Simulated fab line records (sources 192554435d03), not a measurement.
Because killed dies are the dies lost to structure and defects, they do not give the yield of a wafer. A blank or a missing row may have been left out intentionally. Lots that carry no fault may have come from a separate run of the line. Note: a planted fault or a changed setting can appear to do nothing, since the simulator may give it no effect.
Split-lot trial | flow n5_finfet | on a route of 1938 steps: 7 lots, 39 wafers read

## ABOUT THE SPLIT
At N5_DUMMY_GATE_ETCH_37 (etches SOC in N2/H2, target depth 60 nm, overetch 30 nm), the setting source_w was moved away from the recipe's 840 W on 6 of the 39 wafers read, by -17.9% to -17.1%. This setting was run at the recipe's value on the other wafers.

The reading comes from the split's own step.

## THE READING
rf_vpp_V, in V, at N5_DUMMY_GATE_ETCH_37 (etches SOC in N2/H2, target depth 60 nm, overetch 30 nm). A value of 525.8 V with a standard deviation of 2.2 V is what fault-free wafers of this fab line usually give.

wafer  | tool, chamber at the split | source_w as run, W | against the recipe | rf_vpp_V, V | against lot-mates on the recipe
L078.1 | rie_diel-02, 0             | 696.3              | -17.1%             | 561.8       | +34.1
L078.2 | rie_diel-02, 3             | 696.3              | -17.1%             | 561.2       | +33.5
L078.3 | rie_diel-02, 2             | 840                | recipe             | 527.0       | -
L078.4 | rie_diel-02, 1             | 696.3              | -17.1%             | 561.0       | +33.3
L078.5 | rie_diel-02, 2             | 840                | recipe             | 527.7       | -
L078.6 | rie_diel-02, 3             | 840                | recipe             | 528.5       | -
L084.1 | rie_diel-02, 0             | 840                | recipe             | 527.2       | -
L084.2 | rie_diel-02, 1             | 840                | recipe             | 528.1       | -
L084.3 | rie_diel-02, 2             | 840                | recipe             | 526.9       | -
L084.4 | rie_diel-02, 3             | 840                | recipe             | 528.1       | -
L084.5 | rie_diel-02, 0             | 840                | recipe             | 526.5       | -
L084.6 | rie_diel-02, 3             | 840                | recipe             | 527.6       | -
L085.1 | rie_diel-02, 3             | 840                | recipe             | 529.6       | -
L085.2 | rie_diel-02, 1             | 840                | recipe             | 526.7       | -
L085.3 | rie_diel-02, 2             | 840                | recipe             | 529.3       | -
L085.4 | rie_diel-02, 0             | 840                | recipe             | 527.6       | -
L085.5 | rie_diel-02, 2             | 840                | recipe             | 527.6       | -
L085.6 | rie_diel-02, 1             | 840                | recipe             | 526.8       | -
L089.1 | rie_diel-04, 3             | 840                | recipe             | 525.6       | -
L089.2 | rie_diel-04, 0             | 840                | recipe             | 525.1       | -
L089.3 | rie_diel-04, 2             | 840                | recipe             | 521.4       | -
L089.4 | rie_diel-04, 1             | 840                | recipe             | 519.9       | -
L089.5 | rie_diel-04, 0             | 840                | recipe             | 526.6       | -
L089.6 | rie_diel-04, 1             | 840                | recipe             | 519.5       | -
L090.1 | rie_diel-02, 3             | 690                | -17.9%             | 564.2       | +37.5
L090.2 | rie_diel-02, 2             | 840                | recipe             | 527.2       | -
L090.3 | rie_diel-02, 0             | 840                | recipe             | 526.7       | -
L090.4 | rie_diel-02, 1             | 690                | -17.9%             | 561.6       | +34.9
L090.5 | rie_diel-02, 0             | 840                | recipe             | 526.1       | -
L090.6 | rie_diel-02, 1             | 690                | -17.9%             | 562.9       | +36.2
L091.1 | rie_diel-01, 0             | 840                | recipe             | 527.9       | -
L091.2 | rie_diel-01, 3             | 840                | recipe             | 525.7       | -
L091.3 | rie_diel-01, 2             | 840                | recipe             | 524.8       | -
L091.4 | rie_diel-01, 1             | 840                | recipe             | 525.8       | -
L091.5 | rie_diel-01, 3             | 840                | recipe             | 524.8       | -
L091.6 | rie_diel-01, 0             | 840                | recipe             | 527.3       | -
L092.1 | rie_diel-04, 0             | 840                | recipe             | 525.6       | -
L092.3 | rie_diel-04, 2             | 840                | recipe             | 524.4       | -
L092.6 | rie_diel-04, 2             | 840                | recipe             | 524.2       | -

FIT RESULTS
A straight line over all 39 wafers: rf_vpp_V changes by -2.06 V for each +1% of source_w; r = -0.99; the points scatter about the line by 2.2 V.
The same after taking each lot's own level away (the mean of its wafers on the recipe; 39 wafers): -2 V for each +1%; r = -0.99; scatter 1.4 V.
Per that fit: largest source_w move, reading shift of 36 V.
The lots' own levels span 523.02 to 527.93 V, that is 2.2 times the standard deviation above.
So the lot-to-lot level changes the slope little: the two slopes agree.
Check: for one of the wafers moved furthest among these (-17.9%), held out of the fit, the line's prediction against its lot-mates is +35.3 V. Against them it came out at +37.5 V.
Tool readings at the split's step, against how far the setting was moved: rf_vpp_V r = -0.99.

## THESE WAFERS: OTHER SPLITS
Before the reading, these wafers also passed through other splits. Each is held against what the fit with the lots' levels taken away leaves over:
other split on the same wafers               | wafers away from the commonest value | r with rf_vpp_V (lot level and that fit taken away)
N5_WELL_APT_IMPLANT_31 energy_kev            | 12                                   | +0.10
N5_PMOS_HMC_CHANNEL_EPI_FIN_RECESS_16 time_s | 12                                   | -0.14

## THE WHOLE CHAIN: every reading that the file lists as answering this split, in the file's order
step                  | what it does                                            | reading                                                                             | change (the file's fit)                | r (the file's)
N5_DUMMY_GATE_ETCH_37 | etches SOC in N2/H2, target depth 60 nm, overetch 30 nm | rf_vpp_V                                                                            | -2 V for each +1% of the setting       | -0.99
N5_DUMMY_GATE_ETCH_37 | etches SOC in N2/H2, target depth 60 nm, overetch 30 nm | SiARC_of_DUMMY_GATE_COAT_35.thk_nm (the simulator's own value, which no gauge read) | -0.0324 nm for each +1% of the setting | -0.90

## THE FILE'S OWN FIT
rf_vpp_V changes by -2 V for each +1% of source_w, r = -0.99.
